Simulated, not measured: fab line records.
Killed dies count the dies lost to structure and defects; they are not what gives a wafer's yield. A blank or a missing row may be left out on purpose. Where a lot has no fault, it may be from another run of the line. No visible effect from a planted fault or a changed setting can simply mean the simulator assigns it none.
What tool caused it? :: flow n5-finfet :: Sampling: 24 lots, 72 wafers, 6 of 1938 route steps

WHAT EACH GAUGE READ, for each wafer
N5_MOL_CONTACT_COAG_THK_MEAS_29.
lot: L074
measured: day 5 03:56
on: film-metro-01
MD_CAP_THK (nm): 17.89 17.78 17.79

lot: L075
measured: day 5 07:34
on: film-metro-01
MD_CAP_THK (nm): 17.94 17.88 17.92

lot: L076
measured: day 5 11:11
on: film-metro-02
MD_CAP_THK (nm): 17.85 17.91 18.03

lot: L077
measured: day 5 20:28
on: film-metro-02
MD_CAP_THK (nm): 17.86 17.99 17.82

lot: L078
measured: day 6 03:08
on: film-metro-02
MD_CAP_THK (nm): 17.88 17.90 17.82

lot: L079
measured: day 6 12:46
on: film-metro-02
MD_CAP_THK (nm): 17.75 17.82 17.85

lot: L080
measured: day 6 19:40
on: film-metro-02
MD_CAP_THK (nm): 17.89 17.99 17.99

lot: L081
measured: day 6 19:19
on: film-metro-02
MD_CAP_THK (nm): 17.96 17.88 17.91

lot: L082
measured: day 7 06:07
on: film-metro-01
MD_CAP_THK (nm): 17.74 17.92 17.87

lot: L083
measured: day 7 06:59
on: film-metro-02
MD_CAP_THK (nm): 18.03 18.09 17.91

lot: L084
measured: day 7 14:04
on: film-metro-01
MD_CAP_THK (nm): 17.99 17.95 17.98

lot: L085
measured: day 7 22:37
on: film-metro-01
MD_CAP_THK (nm): 18.04 18.00 18.07

lot: L086
measured: day 8 02:41
on: film-metro-02
MD_CAP_THK (nm): 17.98 17.95 17.86

lot: L087
measured: day 8 09:25
on: film-metro-01
MD_CAP_THK (nm): 17.90 17.83 17.95

lot: L088
measured: day 8 13:38
on: film-metro-01
MD_CAP_THK (nm): 18.01 18.06 17.98

lot: L089
measured: day 8 17:58
on: film-metro-02
MD_CAP_THK (nm): 17.82 17.93 18.04

lot: L090
measured: day 8 22:34
on: film-metro-01
MD_CAP_THK (nm): 17.75 17.86 17.68

lot: L091
measured: day 9 05:23
on: film-metro-01
MD_CAP_THK (nm): 17.75 17.73 17.80

lot: L092
measured: day 9 11:00
on: film-metro-02
MD_CAP_THK (nm): 17.94 17.97 17.81

lot: L093
measured: day 9 17:53
on: film-metro-02
MD_CAP_THK (nm): 17.95 17.97 18.03

lot: L094
measured: day 9 21:16
on: film-metro-02
MD_CAP_THK (nm): 18.00 17.96 17.95

lot: L095
measured: day 10 03:40
on: film-metro-01
MD_CAP_THK (nm): 17.84 17.85 17.85

lot: L096
measured: day 10 13:45
on: film-metro-02
MD_CAP_THK (nm): 17.74 18.02 17.99

lot: L097
measured: day 10 22:00
on: film-metro-02
MD_CAP_THK (nm): 17.92 17.79 17.90

N5_MOL_CONTACT_COAG_OVL_MEAS_85.
lot: L074
measured: day 5 04:59
on: overlay-01
VG_OVL (nm): 0.8 0.5 0.7

lot: L075
measured: day 5 08:37
on: overlay-02
VG_OVL (nm): 0.5 -0.6 0.1

lot: L076
measured: day 5 13:44
on: overlay-01
VG_OVL (nm): 0.2 0.9 0.6

lot: L077
measured: day 5 21:30
on: overlay-01
VG_OVL (nm): -0.4 -0.3 -1.0

lot: L078
measured: day 6 04:10
on: overlay-02
VG_OVL (nm): -0.1 -0.2 -0.6

lot: L079
measured: day 6 13:41
on: overlay-02
VG_OVL (nm): -1.0 -0.5 -0.2

lot: L080
measured: day 6 20:36
on: overlay-01
VG_OVL (nm): -0.2 1.2 -0.2

lot: L081
measured: day 6 20:14
on: overlay-01
VG_OVL (nm): 0.0 -0.3 0.7

lot: L082
measured: day 7 07:25
on: overlay-01
VG_OVL (nm): -0.9 -0.4 0.2

lot: L083
measured: day 7 08:01
on: overlay-01
VG_OVL (nm): 0.6 0.2 0.1

lot: L084
measured: day 7 15:07
on: overlay-02
VG_OVL (nm): -0.6 -0.3 0.0

lot: L085
measured: day 7 23:44
on: overlay-02
VG_OVL (nm): 1.0 0.7 1.5

lot: L086
measured: day 8 03:38
on: overlay-01
VG_OVL (nm): 0.0 -0.4 -0.1

lot: L087
measured: day 8 10:21
on: overlay-02
VG_OVL (nm): -0.8 0.7 0.6

lot: L088
measured: day 8 14:56
on: overlay-02
VG_OVL (nm): 0.7 -1.2 -0.6

lot: L089
measured: day 8 18:52
on: overlay-02
VG_OVL (nm): 0.9 0.9 0.7

lot: L090
measured: day 8 23:37
on: overlay-02
VG_OVL (nm): -1.3 -0.3 1.1

lot: L091
measured: day 9 06:18
on: overlay-02
VG_OVL (nm): 0.2 2.0 -0.4

lot: L092
measured: day 9 11:56
on: overlay-01
VG_OVL (nm): 0.6 1.0 0.2

lot: L093
measured: day 9 19:15
on: overlay-02
VG_OVL (nm): 0.5 1.1 1.2

lot: L094
measured: day 9 22:15
on: overlay-02
VG_OVL (nm): -1.0 0.3 0.0

lot: L095
measured: day 10 04:35
on: overlay-02
VG_OVL (nm): 0.5 0.7 -0.6

lot: L096
measured: day 10 14:40
on: overlay-01
VG_OVL (nm): 1.1 1.2 0.6

lot: L097
measured: day 10 22:56
on: overlay-01
VG_OVL (nm): 0.0 -0.8 -1.0

N5_MOL_CONTACT_COAG_CD_MEAS_137: target cd 16 nm.
lot: L074
measured: day 5 05:52
on: cd-sem-01
cd-nm (nm): 15.6 16.6 15.9

lot: L075
measured: day 5 09:37
on: cd-sem-02
cd-nm (nm): 16.4 16.0 16.8

lot: L076
measured: day 5 14:38
on: cd-sem-01
cd-nm (nm): 16.2 16.4 15.6

lot: L077
measured: day 5 22:58
on: cd-sem-02
cd-nm (nm): 15.8 16.3 16.3

lot: L078
measured: day 6 05:04
on: cd-sem-03
cd-nm (nm): 16.1 16.1 16.0

lot: L079
measured: day 6 14:37
on: cd-sem-03
cd-nm (nm): 15.9 15.8 15.5

lot: L080
measured: day 6 21:29
on: cd-sem-03
cd-nm (nm): 16.1 15.9 15.7

lot: L081
measured: day 6 21:07
on: cd-sem-01
cd-nm (nm): 15.7 15.7 16.2

lot: L082
measured: day 7 08:22
on: cd-sem-01
cd-nm (nm): 15.7 15.9 15.2

lot: L083
measured: day 7 09:06
on: cd-sem-01
cd-nm (nm): 16.4 16.6 16.1

lot: L084
measured: day 7 16:01
on: cd-sem-03
cd-nm (nm): 16.3 16.6 15.9

lot: L085
measured: day 8 00:55
on: cd-sem-03
cd-nm (nm): 17.1 16.5 16.2

lot: L086
measured: day 8 04:31
on: cd-sem-03
cd-nm (nm): 15.9 15.8 15.5

lot: L087
measured: day 8 11:17
on: cd-sem-03
cd-nm (nm): 16.5 16.2 16.3

lot: L088
measured: day 8 16:09
on: cd-sem-02
cd-nm (nm): 16.2 15.4 15.5

lot: L089
measured: day 8 20:29
on: cd-sem-03
cd-nm (nm): 15.3 15.9 15.6

lot: L090
measured: day 9 00:32
on: cd-sem-02
cd-nm (nm): 16.2 15.5 15.5

lot: L091
measured: day 9 07:11
on: cd-sem-02
cd-nm (nm): 16.8 15.3 16.2

lot: L092
measured: day 9 12:50
on: cd-sem-01
cd-nm (nm): 16.5 16.5 16.6

lot: L093
measured: day 9 20:26
on: cd-sem-03
cd-nm (nm): 16.3 16.5 16.7

lot: L094
measured: day 9 23:20
on: cd-sem-02
cd-nm (nm): 16.7 17.0 16.2

lot: L095
measured: day 10 05:32
on: cd-sem-01
cd-nm (nm): 16.1 16.6 16.0

lot: L096
measured: day 10 16:01
on: cd-sem-01
cd-nm (nm): 16.5 15.9 15.8

lot: L097
measured: day 10 23:58
on: cd-sem-01
cd-nm (nm): 16.1 15.4 16.0

WHICH TOOL RAN EACH LOT (tool, then ch and the chambers of the sampled wafers, then the start)
lot: L074
N5_GATE_CUT_CMP_23: cmp-02 ch 0,2,3, day 4 18:43
N5_MOL_CONTACT_COAG_CO_FILL_22: cvd-co-01 ch 0,1,2, day 4 22:35
N5_MOL_CONTACT_COAG_ANNEAL_113: rtp-anneal-02 ch 0, day 4 23:22

lot: L075
N5_GATE_CUT_CMP_23: cmp-03 ch 0,1,3, day 4 20:54
N5_MOL_CONTACT_COAG_CO_FILL_22: cvd-co-01 ch 1,2, day 5 02:14
N5_MOL_CONTACT_COAG_ANNEAL_113: rtp-anneal-02 ch 0, day 5 02:51

lot: L076
N5_GATE_CUT_CMP_23: cmp-03 ch 2,3, day 5 01:02
N5_MOL_CONTACT_COAG_CO_FILL_22: cvd-co-01 ch 1,2, day 5 04:41
N5_MOL_CONTACT_COAG_ANNEAL_113: rtp-anneal-02 ch 0, day 5 05:42

lot: L077
N5_GATE_CUT_CMP_23: cmp-01 ch 0,1, day 5 09:25
N5_MOL_CONTACT_COAG_CO_FILL_22: cvd-co-01 ch 0,1,2, day 5 13:55
N5_MOL_CONTACT_COAG_ANNEAL_113: rtp-anneal-01 ch 0, day 5 14:50

lot: L078
N5_GATE_CUT_CMP_23: cmp-02 ch 1,2, day 5 16:22
N5_MOL_CONTACT_COAG_CO_FILL_22: cvd-co-01 ch 0,2, day 5 20:47
N5_MOL_CONTACT_COAG_ANNEAL_113: rtp-anneal-01 ch 0, day 5 21:42

lot: L079
N5_GATE_CUT_CMP_23: cmp-01 ch 0,1, day 6 00:22
N5_MOL_CONTACT_COAG_CO_FILL_22: cvd-co-01 ch 0,2, day 6 05:10
N5_MOL_CONTACT_COAG_ANNEAL_113: rtp-anneal-01 ch 0, day 6 06:27

lot: L080
N5_GATE_CUT_CMP_23: cmp-03 ch 1,2,3, day 6 08:51
N5_MOL_CONTACT_COAG_CO_FILL_22: cvd-co-01 ch 0,2, day 6 13:16
N5_MOL_CONTACT_COAG_ANNEAL_113: rtp-anneal-02 ch 0, day 6 14:20

lot: L081
N5_GATE_CUT_CMP_23: cmp-01 ch 0,2, day 6 09:24
N5_MOL_CONTACT_COAG_CO_FILL_22: cvd-co-02 ch 1,2, day 6 13:14
N5_MOL_CONTACT_COAG_ANNEAL_113: rtp-anneal-01 ch 0, day 6 13:51

lot: L082
N5_GATE_CUT_CMP_23: cmp-02 ch 1,2,3, day 6 20:04
N5_MOL_CONTACT_COAG_CO_FILL_22: cvd-co-01 ch 0,1,2, day 7 00:07
N5_MOL_CONTACT_COAG_ANNEAL_113: rtp-anneal-02 ch 0, day 7 00:44

lot: L083
N5_GATE_CUT_CMP_23: cmp-01 ch 0,1, day 6 21:20
N5_MOL_CONTACT_COAG_CO_FILL_22: cvd-co-01 ch 0,1, day 7 01:07
N5_MOL_CONTACT_COAG_ANNEAL_113: rtp-anneal-02 ch 0, day 7 01:43

lot: L084
N5_GATE_CUT_CMP_23: cmp-03 ch 2,3, day 7 04:01
N5_MOL_CONTACT_COAG_CO_FILL_22: cvd-co-01 ch 1,2, day 7 08:22
N5_MOL_CONTACT_COAG_ANNEAL_113: rtp-anneal-02 ch 0, day 7 09:17

lot: L085
N5_GATE_CUT_CMP_23: cmp-03 ch 1,3, day 7 09:28
N5_MOL_CONTACT_COAG_CO_FILL_22: cvd-co-02 ch 1,2, day 7 15:39
N5_MOL_CONTACT_COAG_ANNEAL_113: rtp-anneal-02 ch 0, day 7 16:16

lot: L086
N5_GATE_CUT_CMP_23: cmp-02 ch 0,3, day 7 14:13
N5_MOL_CONTACT_COAG_CO_FILL_22: cvd-co-01 ch 0,2, day 7 20:16
N5_MOL_CONTACT_COAG_ANNEAL_113: rtp-anneal-02 ch 0, day 7 21:09

lot: L087
N5_GATE_CUT_CMP_23: cmp-03 ch 1,2,3, day 7 20:39
N5_MOL_CONTACT_COAG_CO_FILL_22: cvd-co-02 ch 0,1, day 8 00:45
N5_MOL_CONTACT_COAG_ANNEAL_113: rtp-anneal-01 ch 0, day 8 01:22

lot: L088
N5_GATE_CUT_CMP_23: cmp-03 ch 1,2,3, day 8 01:26
N5_MOL_CONTACT_COAG_CO_FILL_22: cvd-co-02 ch 1,2, day 8 07:43
N5_MOL_CONTACT_COAG_ANNEAL_113: rtp-anneal-02 ch 0, day 8 08:34

lot: L089
N5_GATE_CUT_CMP_23: cmp-01 ch 0,2,3, day 8 07:01
N5_MOL_CONTACT_COAG_CO_FILL_22: cvd-co-02 ch 0,1,2, day 8 11:53
N5_MOL_CONTACT_COAG_ANNEAL_113: rtp-anneal-01 ch 0, day 8 12:40

lot: L090
N5_GATE_CUT_CMP_23: cmp-01 ch 2,3, day 8 12:49
N5_MOL_CONTACT_COAG_CO_FILL_22: cvd-co-01 ch 0,1,2, day 8 16:34
N5_MOL_CONTACT_COAG_ANNEAL_113: rtp-anneal-01 ch 0, day 8 17:30

lot: L091
N5_GATE_CUT_CMP_23: cmp-03 ch 1,2,3, day 8 19:19
N5_MOL_CONTACT_COAG_CO_FILL_22: cvd-co-02 ch 0,2, day 8 23:38
N5_MOL_CONTACT_COAG_ANNEAL_113: rtp-anneal-02 ch 0, day 9 00:19

lot: L092
N5_GATE_CUT_CMP_23: cmp-01 ch 0,1,2, day 9 01:26
N5_MOL_CONTACT_COAG_CO_FILL_22: cvd-co-01 ch 0,2, day 9 06:32
N5_MOL_CONTACT_COAG_ANNEAL_113: rtp-anneal-01 ch 0, day 9 07:26

lot: L093
N5_GATE_CUT_CMP_23: cmp-03 ch 0,2,3, day 9 07:05
N5_MOL_CONTACT_COAG_CO_FILL_22: cvd-co-01 ch 0,1, day 9 12:32
N5_MOL_CONTACT_COAG_ANNEAL_113: rtp-anneal-02 ch 0, day 9 13:18

lot: L094
N5_GATE_CUT_CMP_23: cmp-01 ch 1,2,3, day 9 12:34
N5_MOL_CONTACT_COAG_CO_FILL_22: cvd-co-02 ch 0,2, day 9 15:56
N5_MOL_CONTACT_COAG_ANNEAL_113: rtp-anneal-02 ch 0, day 9 16:33

lot: L095
N5_GATE_CUT_CMP_23: cmp-02 ch 1,2,3, day 9 18:49
N5_MOL_CONTACT_COAG_CO_FILL_22: cvd-co-01 ch 0,2, day 9 22:53
N5_MOL_CONTACT_COAG_ANNEAL_113: rtp-anneal-01 ch 0, day 9 23:30

lot: L096
N5_GATE_CUT_CMP_23: cmp-03 ch 1,2,3, day 10 02:39
N5_MOL_CONTACT_COAG_CO_FILL_22: cvd-co-02 ch 0,1,2, day 10 08:26
N5_MOL_CONTACT_COAG_ANNEAL_113: rtp-anneal-01 ch 0, day 10 09:11

lot: L097
N5_GATE_CUT_CMP_23: cmp-01 ch 1,2, day 10 09:55
N5_MOL_CONTACT_COAG_CO_FILL_22: cvd-co-02 ch 0,2, day 10 15:50
N5_MOL_CONTACT_COAG_ANNEAL_113: rtp-anneal-01 ch 0, day 10 16:27
- N5_GATE_CUT_CMP_23: polishes, stops on SiO2, t overpolish 23.4 s, target thk 16 nm.
- N5_MOL_CONTACT_COAG_CO_FILL_22: material Co, precursor CCTBA/H2, target thk 20 nm.
- N5_MOL_CONTACT_COAG_ANNEAL_113: time 300 s.

AS READ BY THE TOOLS THEMSELVES (means over the sampled wafers that have a number; for cases with no such wafer, the mark the record gives instead)
N5_GATE_CUT_CMP_23.
lot: L074
tool: cmp-02
motor-current-A (A): 9.8
overpolish-run-s (s): 23.398
pad-life-wafers: 1646
slurry-filter-dp-kPa (kPa): 13.51
time-to-endpoint-s (s): 21.2

lot: L075
tool: cmp-03
motor-current-A (A): 9.5
overpolish-run-s (s): 23.408
pad-life-wafers: 801
slurry-filter-dp-kPa (kPa): 13.54
time-to-endpoint-s (s): 20.8

lot: L076
tool: cmp-03
motor-current-A (A): 9.7
overpolish-run-s (s): 23.405
pad-life-wafers: 830
slurry-filter-dp-kPa (kPa): 13.59
time-to-endpoint-s (s): 21.6

lot: L077
tool: cmp-01
motor-current-A (A): 9.0
overpolish-run-s (s): 23.401
pad-life-wafers: 1338
slurry-filter-dp-kPa (kPa): 13.53
time-to-endpoint-s (s): 18.6

lot: L078
tool: cmp-02
motor-current-A (A): 9.3
overpolish-run-s (s): 23.401
pad-life-wafers: 1812
slurry-filter-dp-kPa (kPa): 13.42
time-to-endpoint-s (s): 24.7

lot: L079
tool: cmp-01
motor-current-A (A): 8.6
overpolish-run-s (s): 23.405
pad-life-wafers: 1386
slurry-filter-dp-kPa (kPa): 13.52
time-to-endpoint-s (s): 19.7

lot: L080
tool: cmp-03
motor-current-A (A): 9.3
overpolish-run-s (s): 23.406
pad-life-wafers: 1083
slurry-filter-dp-kPa (kPa): 13.44
time-to-endpoint-s (s): 19.9

lot: L081
tool: cmp-01
motor-current-A (A): 8.7
overpolish-run-s (s): 23.395
pad-life-wafers: 1460
slurry-filter-dp-kPa (kPa): 13.37
time-to-endpoint-s (s): 17.6

lot: L082
tool: cmp-02
motor-current-A (A): 9.6
overpolish-run-s (s): 23.403
pad-life-wafers: 2024
slurry-filter-dp-kPa (kPa): 13.49
time-to-endpoint-s (s): 25.2

lot: L083
tool: cmp-01
motor-current-A (A): 9.0
overpolish-run-s (s): 23.403
pad-life-wafers: 1574
slurry-filter-dp-kPa (kPa): 13.53
time-to-endpoint-s (s): 18.1

lot: L084
tool: cmp-03
motor-current-A (A): 9.9
overpolish-run-s (s): 23.393
pad-life-wafers: 1262
slurry-filter-dp-kPa (kPa): 13.59
time-to-endpoint-s (s): 20.2

lot: L085
tool: cmp-03
motor-current-A (A): 10.2
overpolish-run-s (s): 23.403
pad-life-wafers: 1309
slurry-filter-dp-kPa (kPa): 13.48
time-to-endpoint-s (s): 19.4

lot: L086
tool: cmp-02
motor-current-A (A): 9.9
overpolish-run-s (s): 23.402
pad-life-wafers: 2161
slurry-filter-dp-kPa (kPa): 13.40
time-to-endpoint-s (s): 18.7

lot: L087
tool: cmp-03
motor-current-A (A): 9.0
overpolish-run-s (s): 23.387
pad-life-wafers: 1412
slurry-filter-dp-kPa (kPa): 13.48
time-to-endpoint-s (s): 18.0

lot: L088
tool: cmp-03
motor-current-A (A): 9.2
overpolish-run-s (s): 23.392
pad-life-wafers: 1448
slurry-filter-dp-kPa (kPa): 13.69
time-to-endpoint-s (s): 19.4

lot: L089
tool: cmp-01
motor-current-A (A): 9.1
overpolish-run-s (s): 23.393
pad-life-wafers: 1856
slurry-filter-dp-kPa (kPa): 13.64
time-to-endpoint-s (s): 18.7

lot: L090
tool: cmp-01
motor-current-A (A): 9.2
overpolish-run-s (s): 23.402
pad-life-wafers: 1908
slurry-filter-dp-kPa (kPa): 13.51
time-to-endpoint-s (s): 20.3

lot: L091
tool: cmp-03
motor-current-A (A): 9.1
overpolish-run-s (s): 23.393
pad-life-wafers: 1634
slurry-filter-dp-kPa (kPa): 13.61
time-to-endpoint-s (s): 18.5

lot: L092
tool: cmp-01
motor-current-A (A): 9.1
overpolish-run-s (s): 23.404
pad-life-wafers: 2000
slurry-filter-dp-kPa (kPa): 13.67
time-to-endpoint-s (s): 18.9

lot: L093
tool: cmp-03
motor-current-A (A): 9.6
overpolish-run-s (s): 23.406
pad-life-wafers: 1736
slurry-filter-dp-kPa (kPa): 13.47
time-to-endpoint-s (s): 20.4

lot: L094
tool: cmp-01
motor-current-A (A): 8.8
overpolish-run-s (s): 23.409
pad-life-wafers: 38
slurry-filter-dp-kPa (kPa): 13.45
time-to-endpoint-s (s): 18.3

lot: L095
tool: cmp-02
motor-current-A (A): 9.4
overpolish-run-s (s): 23.396
pad-life-wafers: 338
slurry-filter-dp-kPa (kPa): 13.49
time-to-endpoint-s (s): 24.7

lot: L096
tool: cmp-03
motor-current-A (A): 9.3
overpolish-run-s (s): 23.385
pad-life-wafers: 1897
slurry-filter-dp-kPa (kPa): 13.42
time-to-endpoint-s (s): 20.9

lot: L097
tool: cmp-01
motor-current-A (A): 9.2
overpolish-run-s (s): 23.400
pad-life-wafers: 240
slurry-filter-dp-kPa (kPa): 13.55
time-to-endpoint-s (s): 18.1

N5_MOL_CONTACT_COAG_CO_FILL_22.
lot: L074
tool: cvd-co-01
heater-power-outer-w (W): 134
heater-power-w (W): 247

lot: L075
tool: cvd-co-01
heater-power-outer-w (W): 145
heater-power-w (W): 265

lot: L076
tool: cvd-co-01
heater-power-outer-w (W): 141
heater-power-w (W): 266

lot: L077
tool: cvd-co-01
heater-power-outer-w (W): 134
heater-power-w (W): 249

lot: L078
tool: cvd-co-01
heater-power-outer-w (W): 132
heater-power-w (W): 245

lot: L079
tool: cvd-co-01
heater-power-outer-w (W): 133
heater-power-w (W): 245

lot: L080
tool: cvd-co-01
heater-power-outer-w (W): 123
heater-power-w (W): 230

lot: L081
tool: cvd-co-02
heater-power-outer-w (W): 121
heater-power-w (W): 240

lot: L082
tool: cvd-co-01
heater-power-outer-w (W): 130
heater-power-w (W): 239

lot: L083
tool: cvd-co-01
heater-power-outer-w (W): 121
heater-power-w (W): 229

lot: L084
tool: cvd-co-01
heater-power-outer-w (W): 138
heater-power-w (W): 261

lot: L085
tool: cvd-co-02
heater-power-outer-w (W): 120
heater-power-w (W): 240

lot: L086
tool: cvd-co-01
heater-power-outer-w (W): 125
heater-power-w (W): 232

lot: L087
tool: cvd-co-02
heater-power-outer-w (W): 126
heater-power-w (W): 250

lot: L088
tool: cvd-co-02
heater-power-outer-w (W): 120
heater-power-w (W): 241

lot: L089
tool: cvd-co-02
heater-power-outer-w (W): 127
heater-power-w (W): 250

lot: L090
tool: cvd-co-01
heater-power-outer-w (W): 132
heater-power-w (W): 244

lot: L091
tool: cvd-co-02
heater-power-outer-w (W): 133
heater-power-w (W): 252

lot: L092
tool: cvd-co-01
heater-power-outer-w (W): 126
heater-power-w (W): 232

lot: L093
tool: cvd-co-01
heater-power-outer-w (W): 123
heater-power-w (W): 231

lot: L094
tool: cvd-co-02
heater-power-outer-w (W): 132
heater-power-w (W): 253

lot: L095
tool: cvd-co-01
heater-power-outer-w (W): 124
heater-power-w (W): 234

lot: L096
tool: cvd-co-02
heater-power-outer-w (W): 128
heater-power-w (W): 251

lot: L097
tool: cvd-co-02
heater-power-outer-w (W): 128
heater-power-w (W): 250

N5_MOL_CONTACT_COAG_ANNEAL_113.
lot: L074
tool: rtp-anneal-02
anneal-temp-c-max: 403.9
lamp-power-pct (%): 2.67
lamp_zone_2_pct (%): 2.67
wafer_temp_C_max: 401.2

lot: L075
tool: rtp-anneal-02
anneal-temp-c-max: 402.8
lamp-power-pct (%): 2.67
lamp_zone_2_pct (%): 2.67
wafer_temp_C_max: 401.2

lot: L076
tool: rtp-anneal-02
anneal-temp-c-max: 403.0
lamp-power-pct (%): 2.67
lamp_zone_2_pct (%): 2.67
wafer_temp_C_max: 401.2

lot: L077
tool: rtp-anneal-01
anneal-temp-c-max: 401.8
lamp-power-pct (%): 2.79
lamp_zone_2_pct (%): 2.79
wafer_temp_C_max: 401.6

lot: L078
tool: rtp-anneal-01
anneal-temp-c-max: 402.3
lamp-power-pct (%): 2.79
lamp_zone_2_pct (%): 2.79
wafer_temp_C_max: 401.7

lot: L079
tool: rtp-anneal-01
anneal-temp-c-max: 401.9
lamp-power-pct (%): 2.79
lamp_zone_2_pct (%): 2.79
wafer_temp_C_max: 401.5

lot: L080
tool: rtp-anneal-02
anneal-temp-c-max: 403.2
lamp-power-pct (%): 2.67
lamp_zone_2_pct (%): 2.67
wafer_temp_C_max: 401.5

lot: L081
tool: rtp-anneal-01
anneal-temp-c-max: 402.2
lamp-power-pct (%): 2.79
lamp_zone_2_pct (%): 2.79
wafer_temp_C_max: 401.7

lot: L082
tool: rtp-anneal-02
anneal-temp-c-max: 403.0
lamp-power-pct (%): 2.67
lamp_zone_2_pct (%): 2.67
wafer_temp_C_max: 401.1

lot: L083
tool: rtp-anneal-02
anneal-temp-c-max: 402.6
lamp-power-pct (%): 2.67
lamp_zone_2_pct (%): 2.67
wafer_temp_C_max: 401.3

lot: L084
tool: rtp-anneal-02
anneal-temp-c-max: 403.1
lamp-power-pct (%): 2.67
lamp_zone_2_pct (%): 2.67
wafer_temp_C_max: 401.3

lot: L085
tool: rtp-anneal-02
anneal-temp-c-max: 403.2
lamp-power-pct (%): 2.67
lamp_zone_2_pct (%): 2.67
wafer_temp_C_max: 401.2

lot: L086
tool: rtp-anneal-02
anneal-temp-c-max: 403.2
lamp-power-pct (%): 2.67
lamp_zone_2_pct (%): 2.67
wafer_temp_C_max: 400.9

lot: L087
tool: rtp-anneal-01
anneal-temp-c-max: 401.9
lamp-power-pct (%): 2.79
lamp_zone_2_pct (%): 2.79
wafer_temp_C_max: 401.8

lot: L088
tool: rtp-anneal-02
anneal-temp-c-max: 403.6
lamp-power-pct (%): 2.67
lamp_zone_2_pct (%): 2.67
wafer_temp_C_max: 401.2

lot: L089
tool: rtp-anneal-01
anneal-temp-c-max: 401.6
lamp-power-pct (%): 2.79
lamp_zone_2_pct (%): 2.79
wafer_temp_C_max: 401.6

lot: L090
tool: rtp-anneal-01
anneal-temp-c-max: 401.6
lamp-power-pct (%): 2.79
lamp_zone_2_pct (%): 2.79
wafer_temp_C_max: 401.5

lot: L091
tool: rtp-anneal-02
anneal-temp-c-max: 403.0
lamp-power-pct (%): 2.67
lamp_zone_2_pct (%): 2.67
wafer_temp_C_max: 401.3

lot: L092
tool: rtp-anneal-01
anneal-temp-c-max: 401.9
lamp-power-pct (%): 2.79
lamp_zone_2_pct (%): 2.79
wafer_temp_C_max: 401.8

lot: L093
tool: rtp-anneal-02
anneal-temp-c-max: 402.9
lamp-power-pct (%): 2.67
lamp_zone_2_pct (%): 2.67
wafer_temp_C_max: 401.1

lot: L094
tool: rtp-anneal-02
anneal-temp-c-max: 403.0
lamp-power-pct (%): 2.67
lamp_zone_2_pct (%): 2.67
wafer_temp_C_max: 401.5

lot: L095
tool: rtp-anneal-01
anneal-temp-c-max: 401.9
lamp-power-pct (%): 2.79
lamp_zone_2_pct (%): 2.79
wafer_temp_C_max: 401.7

lot: L096
tool: rtp-anneal-01
anneal-temp-c-max: 401.8
lamp-power-pct (%): 2.79
lamp_zone_2_pct (%): 2.79
wafer_temp_C_max: 401.9

lot: L097
tool: rtp-anneal-01
anneal-temp-c-max: 402.0
lamp-power-pct (%): 2.79
lamp_zone_2_pct (%): 2.79
wafer_temp_C_max: 401.5

THE ANSWER, worked out from the rows above alone
Rule: the usual values come from the lots themselves. Put in order of their means at a reading, lots are off if they are a third of the lots or fewer, leave a main group of 4 or more, and stand apart from it by a gap of 3 or more times the standard deviation of the main group's means; of several such gaps the widest counts. The tables above print the reading to a certain number of digits; a main group whose means all agree to those digits is not used. A lot without any number at a reading at which 4 lots or more have one is off too. All remaining lots with rows at the step are treated as sound. First the gauges in route order, then the tools' own readings, where a lot's mean is used as printed above. The first step at which some lot is off is used, and at that step the reading that is off furthest; a lot without a number counts as furthest.
No lot is off on any of the readings shown, so nothing can be concluded from this.

WHAT THE SIMULATOR HAD INSERTED
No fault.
